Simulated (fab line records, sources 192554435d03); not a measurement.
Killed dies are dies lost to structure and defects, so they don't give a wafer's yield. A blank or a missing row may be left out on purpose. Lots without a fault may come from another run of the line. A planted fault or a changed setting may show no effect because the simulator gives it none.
fab line records | flow n5_finfet
record lots=10 wafers=29 last_day=17
route steps=1938 shown BEOL_M11@1552 PASSIVATION@1936
lots that met no fault: from a run of the same line without faults
start_h: hours from the record's first day to the start of the lot's first wafer shown | wait_h: hours since the lot's step before | " the same as in the row above | L1.1+2: a row that stands for several wafers | - no value, or no start given | * or withheld: withheld | < > ~ a bound
route shown NAME@n: a module of which the file shows steps, and the number in the route of the first | usual: mean/standard deviation of fault-free wafers | same: alike in all rows | chamber/n: place in a boat | sites: the reading at each site | _std_site: their standard deviation | _edge_site: outer sites' mean less inner sites' | radius_mm: how far each site lies from the wafer's centre | mask NAME#n: copy n | behind: the tool/chamber that last shaped the wafer | hold: why the lot was held/for how many hours/how that ended | device: the transistor (n, p or np) that didn't switch | end of line: the same wafers' tests at the end of the route | a step without rows: its recipe alone | killed: dies lost to structure and defects at the first sort, not the wafer's yield | map: a wafer's dies, x killed, . not, _ none there
set.NAME: the setting as run; set.NAME@STEP: as run at that earlier step | model.NAME: the simulator's own value behind a step, which no gauge read
steps of the route over a sample of lots; a table a step, a row a wafer
services: from which hour (start_h, from the record's first day; less than 0 if before it) a tool's chamber was out of use, for how many hours, and why
## steps
# step N5_BEOL_M11_DESCUM_16
# recipe chemistry=O2 time_s=7.9 source_power_w=50 bias_power_w=20 pressure_mtorr=20 rf_frequency_hz=2.712e+07 temp_c=40 resist=CAR-ArF o2_flow_sccm=225
# usual drypump_motor_current_A=5.8/0.5 oes_product_au=0.79/0.069 rf_vpp_V=243.0/1 showerhead_plenum_p_Torr=2.09/0.047 throttle_valve_pct=20.39/0.24
# columns lot.wafer tool chamber start_h wait_h drypump_motor_current_A oes_product_au rf_hours_counter_h rf_vpp_V showerhead_plenum_p_Torr throttle_valve_pct
L852.1 rie_diel-05 1 230.97 0.0 5.6 0.72 177 243.9 2.16 20.24
L852.5 " 0 " " 5.8 0.71 - 242.3 2.04 20.29
L855.1 rie_diel-03 2 249.30 0.1 5.7 0.68 246 244.0 2.16 20.59
L855.5 " 3 " " 6.6 0.80 - 242.7 2.11 20.31
L855.6 " 2 " " 5.7 0.70 - 243.7 2.16 20.59
L854.3 rie_diel-02 0 258.49 0.0 5.4 0.84 70 242.8 2.06 20.13
L854.4 " 3 " " 5.4 0.73 185 243.4 2.08 20.68
L854.6 " 3 " " 5.4 0.74 - 242.8 2.08 20.69
L857.4 rie_diel-02 1 270.32 0.0 5.7 0.77 117 243.2 2.01 20.31
L857.5 " 0 " " 5.4 0.84 - 241.9 2.06 20.12
L857.6 " 3 " " 5.4 0.72 - 243.6 2.08 20.68
L861.3 rie_diel-02 2 293.90 0.4 6.4 0.69 195 242.9 2.11 20.82
L861.4 " 1 " " 5.7 0.77 123 241.5 2.01 20.32
L861.5 " 3 " " 5.4 0.73 - 242.5 2.08 20.71
L865.2 rie_diel-05 3 306.64 0.6 6.4 0.79 124 241.6 2.04 20.81
L865.4 " 0 " " 5.8 0.96 4 243.7 2.03 19.92
L865.6 " 0 " " 5.8 0.96 - 245.6 2.03 19.91
L868.1 rie_diel-05 3 327.68 0.0 6.4 0.79 130 241.8 2.04 20.82
L868.2 " 1 " " 5.7 0.70 211 242.6 2.15 20.30
L868.6 " 1 " " 5.6 0.69 - 244.5 2.15 20.27
L871.1 rie_diel-03 3 344.94 0.1 6.6 0.77 133 242.3 2.11 20.33
L871.2 " 2 " " 5.7 0.90 20 245.6 2.15 20.20
L871.4 " 1 " " 4.8 0.82 68 242.1 2.13 20.26
L870.2 rie_diel-03 0 347.16 0.0 5.3 0.78 134 243.2 2.03 20.56
L870.4 " 3 " " 6.6 0.77 134 241.8 2.11 20.34
L870.5 " 2 " " 5.7 0.89 - 243.3 2.15 20.20
L874.1 rie_diel-03 2 360.11 0.0 5.7 0.89 25 244.7 2.15 20.21
L874.2 " 0 " " 5.4 0.78 138 243.1 2.03 20.56
L874.6 " 3 " " 6.7 0.77 - 243.1 2.10 20.34
# step N5_BEOL_M11_VIA_ETCH_34
# recipe chemistry=C4F6/O2 target=SiCOH_lowk target_depth_a=1845 mask_material=SOC taper_deg=4 time_s=69.2 ion_energy_ev=250 pressure_mtorr=30 source_w=345 bias_w=185 Ar_flow_sccm=300 C4F6_flow_sccm=10 O2_flow_sccm=10
# usual C4F6_flow_sccm=10.00/0.03 drypump_motor_current_A=5.8/0.5 oes_ar_750_au=0.78/0.065 oes_product_au=0.78/0.071 rf_vpp_V=668/15 showerhead_plenum_p_Torr=2.82/0.057 throttle_valve_pct=20.80/0.22
# columns lot.wafer tool chamber start_h wait_h C4F6_flow_sccm drypump_motor_current_A oes_ar_750_au oes_product_au rf_hours_counter_h rf_vpp_V showerhead_plenum_p_Torr throttle_valve_pct
L852.1 rie_diel-05 0 235.24 0.0 10.00 5.8 0.70 0.70 239 682 2.80 20.91
L852.5 " 2 " " 9.97 5.9 0.81 0.80 - 645 2.85 20.64
L855.1 rie_diel-03 0 251.03 0.0 9.95 5.3 0.83 0.83 99 684 2.76 20.88
L855.5 " 1 " " 10.04 4.8 0.86 0.88 - 685 2.89 20.70
L855.6 " 0 " " 9.91 5.3 0.83 0.82 - 685 2.76 20.90
L854.3 rie_diel-03 1 259.70 0.0 9.97 4.8 0.85 0.87 41 686 2.89 20.70
L854.4 " 0 " " 10.01 5.3 0.83 0.81 102 686 2.76 20.90
L854.6 " 3 " " 9.96 6.7 0.79 0.78 - 657 2.83 20.56
L857.4 rie_diel-05 3 274.61 0.0 9.99 6.4 0.78 0.79 - 668 2.78 21.25
L857.5 " 1 " " 10.02 5.7 0.72 0.71 - 649 2.91 20.65
L857.6 " 2 " " 9.98 5.9 0.80 0.78 - 645 2.85 20.65
L861.3 rie_diel-03 3 295.07 0.0 9.99 6.6 0.78 1.04 124 656 2.83 20.66
L861.4 " 1 " " 10.01 4.8 0.83 1.16 53 686 2.89 20.83
L861.5 " 1 " " 9.98 4.8 0.84 0.86 - 685 2.89 20.73
L865.2 rie_diel-03 0 308.70 0.0 9.98 5.3 0.81 0.78 119 683 2.75 20.91
L865.4 " 3 " " 10.01 6.7 0.78 1.03 128 658 2.83 20.66
L865.6 " 0 " " 9.99 5.3 0.81 1.07 - 685 2.75 20.99
L868.1 rie_diel-02 2 330.01 0.0 10.02 6.5 0.69 0.67 206 667 2.82 21.09
L868.2 " 1 " " 10.04 5.7 0.77 0.76 134 668 2.75 20.85
L868.6 " 2 " " 9.99 6.5 0.68 0.67 - 667 2.82 21.08
L871.1 rie_diel-05 1 346.04 0.0 9.96 5.6 0.71 0.69 217 647 2.90 20.68
L871.2 " 0 " " 9.96 5.8 0.90 0.91 16 679 2.79 20.59
L871.4 " 3 " " 9.99 6.4 0.76 0.77 136 666 2.77 21.28
L870.2 rie_diel-05 3 349.19 0.0 10.02 6.4 0.77 0.77 137 667 2.77 21.31
L870.4 " 1 " " 9.96 5.6 0.71 0.68 - 649 2.90 20.69
L870.5 " 3 " " 9.98 6.4 0.76 0.77 - 665 2.77 21.27
L874.1 rie_diel-02 1 361.29 0.0 9.99 5.7 0.76 0.75 145 666 2.74 20.88
L874.2 " 0 " " 10.00 5.4 0.83 0.84 103 688 2.77 20.53
L874.6 " 1 " " 9.99 5.7 0.77 0.75 - 668 2.74 20.89
# step N5_BEOL_M11_TRENCH_ETCH_37
# recipe chemistry=C4F6/O2 target_depth_a=1488.3 target=SiCOH_lowk time_s=48 ion_energy_ev=250 pressure_mtorr=30 source_w=345 bias_w=185 Ar_flow_sccm=300 C4F6_flow_sccm=10 O2_flow_sccm=10
# usual C4F6_flow_sccm=10.003/0.03 drypump_motor_current_A=5.8/0.5 oes_ar_750_au=0.78/0.065 oes_product_au=0.78/0.071 rf_vpp_V=668/15 showerhead_plenum_p_Torr=2.82/0.057 throttle_valve_pct=20.83/0.22
# columns lot.wafer tool chamber start_h wait_h C4F6_flow_sccm drypump_motor_current_A oes_ar_750_au oes_product_au rf_hours_counter_h rf_vpp_V showerhead_plenum_p_Torr throttle_valve_pct
L852.1 rie_diel-05 0 - - 9.994 5.8 0.71 0.69 239 681 2.80 20.94
L852.5 " 2 " " 9.949 5.9 0.81 0.79 - 645 2.85 20.66
L855.1 rie_diel-03 0 - - 10.021 5.3 0.82 0.82 99 686 2.76 20.91
L855.5 " 1 " " 10.003 4.8 0.85 0.88 - 687 2.89 20.73
L855.6 " 0 " " 9.982 5.3 0.83 0.82 - 685 2.76 20.90
L854.3 rie_diel-03 1 - - 9.943 4.8 0.86 0.88 41 686 2.89 20.75
L854.4 " 0 " " 9.981 5.3 0.83 0.82 102 685 2.76 20.93
L854.6 " 3 " " 9.996 6.6 0.80 0.79 - 656 2.83 20.59
L857.4 rie_diel-05 3 - - 9.958 6.4 0.79 0.79 - 668 2.78 21.29
L857.5 " 1 " " 9.994 5.7 0.72 0.70 - 649 2.91 20.68
L857.6 " 2 " " 10.030 5.8 0.80 0.79 - 644 2.85 20.68
L861.3 rie_diel-03 3 - - 10.004 6.6 0.79 0.78 124 657 2.83 20.61
L861.4 " 1 " " 10.012 4.8 0.84 0.86 53 684 2.89 20.74
L861.5 " 1 " " 10.013 4.8 0.83 0.86 - 687 2.89 20.78
L865.2 rie_diel-03 0 - - 10.002 5.3 0.81 0.79 119 684 2.75 20.94
L865.4 " 3 " " 10.026 6.7 0.79 0.77 128 656 2.83 20.60
L865.6 " 0 " " 10.037 5.3 0.81 0.79 - 684 2.75 20.93
L868.1 rie_diel-02 2 - - 9.969 6.4 0.69 0.67 206 667 2.82 21.12
L868.2 " 1 " " 10.015 5.7 0.78 0.76 134 667 2.75 20.89
L868.6 " 2 " " 9.987 6.4 0.68 0.67 - 667 2.82 21.10
L871.1 rie_diel-05 1 - - 10.033 5.7 0.70 0.69 217 650 2.90 20.72
L871.2 " 0 " " 9.998 5.8 0.89 0.92 16 680 2.79 20.61
L871.4 " 3 " " 10.071 6.4 0.77 0.77 136 667 2.77 21.32
L870.2 rie_diel-05 3 - - 10.030 6.4 0.76 0.78 137 666 2.77 21.31
L870.4 " 1 " " 10.014 5.7 0.70 0.69 - 649 2.90 20.70
L870.5 " 3 " " 10.028 6.4 0.77 0.77 - 667 2.77 21.30
L874.1 rie_diel-02 1 - - 10.004 5.7 0.76 0.75 145 667 2.74 20.91
L874.2 " 0 " " 9.917 5.4 0.83 0.83 103 689 2.78 20.56
L874.6 " 1 " " 9.959 5.7 0.77 0.75 - 669 2.74 20.90
# step N5_BEOL_M11_OCD_MEAS_38
# usual trench_depth_nm=149.1/3
# columns lot.wafer tool chamber start_h wait_h trench_depth_nm
L852.1 ocd-02 - 235.53 - 143.8
L852.5 " - " " 148.4
L855.1 ocd-02 - 251.32 - 151.6
L855.5 " - " " 153.7
L855.6 " - " " 150.4
L854.3 ocd-01 - 259.99 - 154.7
L854.4 " - " " 151.5
L854.6 " - " " 151.6
L857.4 ocd-02 - 274.87 - 150.6
L857.5 " - " " 145.3
L857.6 " - " " 149.7
L861.3 ocd-02 - 295.35 - 149.6
L861.4 " - " " 153.4
L861.5 " - " " 154.6
L865.2 ocd-02 - 308.99 - 147.8
L865.4 " - " " 147.8
L865.6 " - " " 147.3
L868.1 ocd-02 - 330.30 - 144.6
L868.2 " - " " 148.4
L868.6 " - " " 145.9
L871.1 ocd-02 - 346.33 - 144.8
L871.2 " - " " 152.3
L871.4 " - " " 150.3
L870.2 ocd-01 - 349.48 - 150.4
L870.4 " - " " 146.7
L870.5 " - " " 149.8
L874.1 ocd-02 - 361.58 - 145.9
L874.2 " - " " 152.7
L874.6 " - " " 147.8
# step N5_PASSIVATION_PROBE_49
# usual defect_limited_yield=91.4/1.6 killed_at_M0_to_M3=35/10 killed_at_M4_up=12/4.7 killed_at_contacts=12/5.8 killed_at_front_end=38/12 killed_at_other=4/3.2 killed_dies=102/18 killed_open=68/14 killed_short=32/8 sort_bin_4_leakage=0.00/0.043 sort_bin_5_function=5.1/0.96 sort_bin_6_memory=3.2/0.77 sort_bin_8_speed=0.1/0.39 sort_n_pass=1078/20 sort_yield_pct=91.3/1.7
# same gross_dies=1180 killed_at_back_side=0
# columns lot.wafer tool chamber start_h wait_h defect_limited_yield[%] killed_at_M0_to_M3 killed_at_M4_up killed_at_contacts killed_at_front_end killed_at_other killed_dies killed_open killed_short sort_bin_4_leakage[%] sort_bin_5_function[%] sort_bin_6_memory[%] sort_bin_8_speed[%] sort_n_pass sort_yield_pct[%]
L865.2 prober-02 - 359.63 1.0 92.9 26 10 10 38 0 84 56 28 0 4.9 1.9 0 1096 92.9
L865.4 prober-02 - 359.73 1.1 89.4 33 18 25 45 4 125 91 34 0 5.4 4.7 0 1055 89.4
L865.6 prober-02 - 359.83 1.2 89.7 44 12 13 52 1 122 78 44 0 5.5 4.4 0 1058 89.7
# killed by level:class
L865.2 STI_FIN_REVEAL:geometric_particle:open=10 MOL_CONTACT_COAG:geometric_particle:open=9 BEOL_M0_SAQP:geometric_particle:short=9 FIN_SAQP:geometric_particle:open=8 GATE_CUT:geometric_particle:short=5 GATE_CUT:geometric_particle:open=5 BEOL_M0_SAQP:geometric_particle:open=5 BEOL_M4:geometric_particle:short=4
L865.4 MOL_CONTACT_COAG:geometric_particle:open=21 FIN_SAQP:geometric_particle:open=14 BEOL_M2:geometric_particle:open=13 STI_FIN_REVEAL:geometric_particle:open=8 FIN_SAQP:geometric_particle:short=7 BEOL_M4:geometric_particle:open=6 BEOL_M1:geometric_particle:open=5 MOL_CONTACT_COAG:geometric_particle:short=4
L865.6 FIN_SAQP:geometric_particle:open=16 BEOL_M0_SAQP:geometric_particle:short=16 MOL_CONTACT_COAG:geometric_particle:open=10 FIN_SAQP:geometric_particle:short=9 BEOL_M3:geometric_particle:open=9 BEOL_M1:geometric_particle:open=8 BEOL_M2:geometric_particle:open=7 DUMMY_GATE:geometric_particle:open=6
## services
# columns tool chamber start_h hours kind
rie_diel-02 - 249.58 2.8 pm
rie_diel-03 2 261.75 - clean
rie_diel-03 2 261.75 - consumable_replace:focus_ring
rie_diel-03 2 261.75 24.2 scheduled_down
rie_diel-03 2 261.75 24.2 vent_cycle
rie_diel-05 0 269.66 - clean
rie_diel-05 0 269.66 - consumable_replace:focus_ring
rie_diel-05 0 269.66 24.8 scheduled_down
rie_diel-05 0 269.66 24.8 vent_cycle
rie_diel-05 2 348.81 20.3 repair
## key
first_sign step=N5_BEOL_M11_VIA_ETCH_34 reading=oes_product_au direction=up sigmas=4.2 usual=0.78 struck=1.08
effect none on later readings
met_at N5_BEOL_M11_VIA_ETCH_34
struck_lots L861,L865
struck_wafers L861.3,L861.4,L865.4,L865.6
not_acting_at N5_BEOL_M11_DESCUM_16,N5_BEOL_M11_TRENCH_ETCH_37,N5_BEOL_M11_OCD_MEAS_38
onset_between 259.70 295.07
fault kind=process_parameter_drift tool=rie_diel-03 chamber=- onset_h=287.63 steps=N5_BEOL_M11_VIA_ETCH_34 channel=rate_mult offset=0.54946 shape=step end_h=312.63 scope=struck_wafers_only
